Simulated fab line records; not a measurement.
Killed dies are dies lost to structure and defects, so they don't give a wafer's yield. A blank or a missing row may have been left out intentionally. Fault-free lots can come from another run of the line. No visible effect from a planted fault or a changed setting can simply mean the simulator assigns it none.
Chamber matching    flow n5-finfet    4 sister chambers for N5_FIN_SAQP_ETCH_51 on rie-diel-06
The step etches SiARC in CF4, target depth 45.5 nm, time 75.8 s. 4 wafers are shown with their chamber, then 10 later ones without.

## WAFERS PAIRED WITH THEIR CHAMBERS
wafer   chamber  drypump-motor-current-A (A)
L085.4  2        5.9
L088.5  0        6.3
L089.1  3        5.0
L089.4  1        6.5

## WAFERS WHOSE CHAMBER IS MISSING
wafer   drypump-motor-current-A (A)
L089.6  6.4
L090.1  6.5
L090.2  6.4
L090.3  5.9
L094.1  6.5
L094.2  6.3
L094.5  5.0
L096.1  6.5
L096.2  6.3
L096.6  6.5

## THE CHAMBER EACH PASSED THROUGH
wafer   from the rows above      in truth
L089.6  can't be placed: 1 or 0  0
L090.1  1                        1
L090.2  can't be placed: 1 or 0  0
L090.3  2                        2
L094.1  1                        1
L094.2  0                        0
L094.5  3                        3
L096.1  1                        1
L096.2  0                        0
L096.6  1                        1
Correctly placed: 8 of 10. These rows do not allow placing 2 (true chamber among the candidates in 2). Placed wrongly: 0.
How it was worked out, from the rows above alone: a wafer's distance from a chamber is the root of the sum, over the readings, of the square of ((its reading less the chamber's mean) divided by the reading's scatter). The wafer belongs to the nearest chamber; if the next one is less than 2 further off, it can't be placed. For every chamber, the mean is computed from those of its wafers that are shown. The scatter (one wafer shown for each chamber): square how far every hidden wafer sits from the nearest shown wafer, average those squares and take the square root.
